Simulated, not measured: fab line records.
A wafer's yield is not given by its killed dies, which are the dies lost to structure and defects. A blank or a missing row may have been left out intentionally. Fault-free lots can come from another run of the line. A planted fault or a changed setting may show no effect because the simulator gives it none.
A struck lot beside a sound one -- flow n5 finfet -- 16 steps out of a route of 1938
Sound: the wafers L155.1, L155.2, L155.4. Wafers struck: L158.3, L158.5, L158.6. The cause is named last.
Per side, at each step with rows, come the tool, then ch with its chambers, and then its first start. Under that, the readings that differ: sound wafers -- struck wafers -- difference of the means -- sigmas: that difference in standard deviations of wafers without a fault.
alike: readings whose means differ by less than 2 such deviations, and words and numbers that are the same on both sides. not compared: withheld readings, readings that some wafer has no value for, bounds like >300 that may hide the same value, and numbers for which the record gives no deviation and whose values overlap.
The two part at a step that has a row with sigmas, a row that says differs or no value, or rows on one side only. Numbers that don't overlap but have no deviation are shown without sigmas and don't part them. A reading missing from all wafers of one side parts the sides only when that side holds two or more wafers.

first, 10 steps without rows for these wafers: N5_ZERO_LAYER_DESCUM_16 (chemistry O2, time 7.9 s); N5_ZERO_LAYER_ETCH_17 (etches SiO2 in CF4, target depth 12 nm, time 13.3 s); N5_ZERO_LAYER_ETCH_18 (etches Si in HBr/Cl2, target depth 120 nm, time 40 s); N5_ZERO_LAYER_STRIP_24 (strips in O2); N5_ZERO_LAYER_STRIP_19 (strips in SPM, time 900 s); N5_WELL_APT_HMDS_01 (time 60 s); N5_WELL_APT_COAT_02 (resist thk 950 nm); N5_WELL_APT_EBR_04; N5_WELL_APT_SOFTBAKE_03 (time 60 s); N5_WELL_APT_EXPOSE_05 (exposes mask NWELL, defocus 0 nm, target cd 200 nm).
N5_WELL_APT_PEB_06: peb time 90 s.
  sound on litho track-05 ch 0, day 4 19:54; struck on litho track-05 ch 0, day 5 13:42
reading,sound,struck,difference,sigmas
heater power total W (W),171.4 172.7 171.3,178.5 179.9 178.1,+7.0,+8
then, 2 steps without rows for these wafers: N5_WELL_APT_DEVELOP_07 (develop time 45 s); N5_WELL_APT_HARDBAKE_12 (time 120 s).
N5_WELL_APT_DESCUM_13: chemistry O2, time 7.9 s.
  sound on rie diel-01 ch 0,1,3, day 4 20:07; struck on rie diel-06 ch 0,2,3, day 5 13:54
  alike: drypump motor current A, oes product au, rf vpp V, showerhead plenum p Torr, throttle valve pct
  not compared: rf hours counter h, model.WELL_APT.cd nm
after that, 1 step had no rows for these wafers: N5_WELL_APT_IMPLANT_14.
-- here the record skips 6 days between the struck wafers' starts before and after, leaving off in module WELL_APT and picking up in module BEOL_M4 (first step shown: number 1111 of the route) --
N5_BEOL_M4_RC_MEAS_101:
  sound on prober-01 ch 0, day 11 16:17; struck on prober-01 ch 0, day 11 23:13
reading,sound,struck,difference,sigmas
DIBL_N (mV/V),35.1 33.0 34.9,37.4 37.8 37.1,+3.1,+2
DIBL_P (mV/V),35.0 32.6 34.5,39.3 39.5 38.9,+5.2,+3
IOFF_P (nA/um),0.187 0.159 0.178,0.223 0.234 0.217,+0.050,+2
  alike: IOFF_N, ION_N, ION_P, SS_N, SS_P, VT_N, VT_P

## WHERE THEY PART
Earliest at N5_WELL_APT_PEB_06; latest, in this record, at N5_BEOL_M4_RC_MEAS_101.

WHY: whatever the simulator had introduced
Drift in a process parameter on litho track-05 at N5_WELL_APT_PEB_06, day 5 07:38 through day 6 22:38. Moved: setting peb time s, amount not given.
